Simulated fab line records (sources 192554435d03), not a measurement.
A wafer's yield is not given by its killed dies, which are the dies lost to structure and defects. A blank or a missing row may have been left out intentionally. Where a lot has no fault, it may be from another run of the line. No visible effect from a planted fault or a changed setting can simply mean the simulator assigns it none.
Chamber matching + flow n5_finfet + 4 sister chambers for N5_PMOS_HMC_CHANNEL_EPI_HM_OPEN_15 on rie_diel-03
The step chemistry CHF3/O2, target SiO2, target depth 40.6 nm, time 20.3 s. 18 wafers are shown with their chamber, then 9 later ones without.

== WAFERS, EACH WITH ITS CHAMBER ==
| wafer  | chamber | drypump_motor_current_A (A) | showerhead_plenum_p_Torr (Torr) | rf_vpp_V (V) |
|--------|---------|-----------------------------|---------------------------------|--------------|
| L075.2 | 1       | 6.1                         | 2.44                            | 524          |
| L075.5 | 0       | 5.9                         | 2.46                            | 530          |
| L075.6 | 1       | 6.1                         | 2.44                            | 525          |
| L081.1 | 3       | 5.6                         | 2.41                            | 513          |
| L081.3 | 2       | 6.1                         | 2.49                            | 528          |
| L081.4 | 0       | 5.9                         | 2.45                            | 530          |
| L082.2 | 2       | 6.1                         | 2.49                            | 526          |
| L082.4 | 0       | 5.9                         | 2.45                            | 530          |
| L082.5 | 3       | 5.6                         | 2.41                            | 515          |
| L086.1 | 0       | 5.9                         | 2.45                            | 530          |
| L086.3 | 2       | 6.1                         | 2.48                            | 524          |
| L086.5 | 0       | 5.9                         | 2.45                            | 529          |
| L090.2 | 2       | 6.1                         | 2.48                            | 524          |
| L090.3 | 3       | 5.7                         | 2.41                            | 515          |
| L090.5 | 2       | 6.1                         | 2.48                            | 525          |
| L091.3 | 3       | 5.7                         | 2.41                            | 515          |
| L091.4 | 0       | 5.9                         | 2.45                            | 529          |
| L091.5 | 2       | 6.1                         | 2.48                            | 524          |

SIGNATURES, as means of the wafers listed above
| reading                  | chamber 0 | chamber 1 | chamber 2 | chamber 3 | scatter within a chamber |
|--------------------------|-----------|-----------|-----------|-----------|--------------------------|
| drypump_motor_current_A  | 5.900     | 6.100     | 6.100     | 5.650     | 0.0267                   |
| showerhead_plenum_p_Torr | 2.4517    | 2.4400    | 2.4833    | 2.4100    | 0.00393                  |
| rf_vpp_V                 | 529.67    | 524.50    | 525.17    | 514.50    | 1.12                     |
Rule: distance of a wafer from a chamber = root of the sum over the readings of ((wafer's reading minus chamber's mean) / reading's scatter) squared. If the next closest chamber is less than 2 further off than the closest, the wafer can't be placed; otherwise it belongs to the closest. The scatter is the square root of a quotient: the sum, over the shown wafers, of each reading's squared deviation from its chamber's mean, divided by wafers minus chambers.

== WAFERS WHOSE CHAMBER IS MISSING ==
| wafer  | drypump_motor_current_A (A) | showerhead_plenum_p_Torr (Torr) | rf_vpp_V (V) |
|--------|-----------------------------|---------------------------------|--------------|
| L092.2 | 5.9                         | 2.44                            | 530          |
| L092.4 | 6.1                         | 2.43                            | 525          |
| L092.5 | 5.9                         | 2.44                            | 530          |
| L094.2 | 6.1                         | 2.48                            | 525          |
| L094.3 | 5.6                         | 2.40                            | 513          |
| L094.5 | 6.1                         | 2.43                            | 525          |
| L096.2 | 6.1                         | 2.48                            | 527          |
| L096.4 | 5.6                         | 2.40                            | 514          |
| L096.5 | 5.6                         | 2.40                            | 514          |

== CHAMBER TAKEN BY EACH ==
| wafer  | from the rows above | in truth |
|--------|---------------------|----------|
| L092.2 | 0                   | 0        |
| L092.4 | 1                   | 1        |
| L092.5 | 0                   | 0        |
| L094.2 | 2                   | 2        |
| L094.3 | 3                   | 3        |
| L094.5 | 1                   | 1        |
| L096.2 | 2                   | 2        |
| L096.4 | 3                   | 3        |
| L096.5 | 3                   | 3        |
Placed correctly: 9 of 9. Can't be placed from these rows: 0. Number placed wrongly: 0.
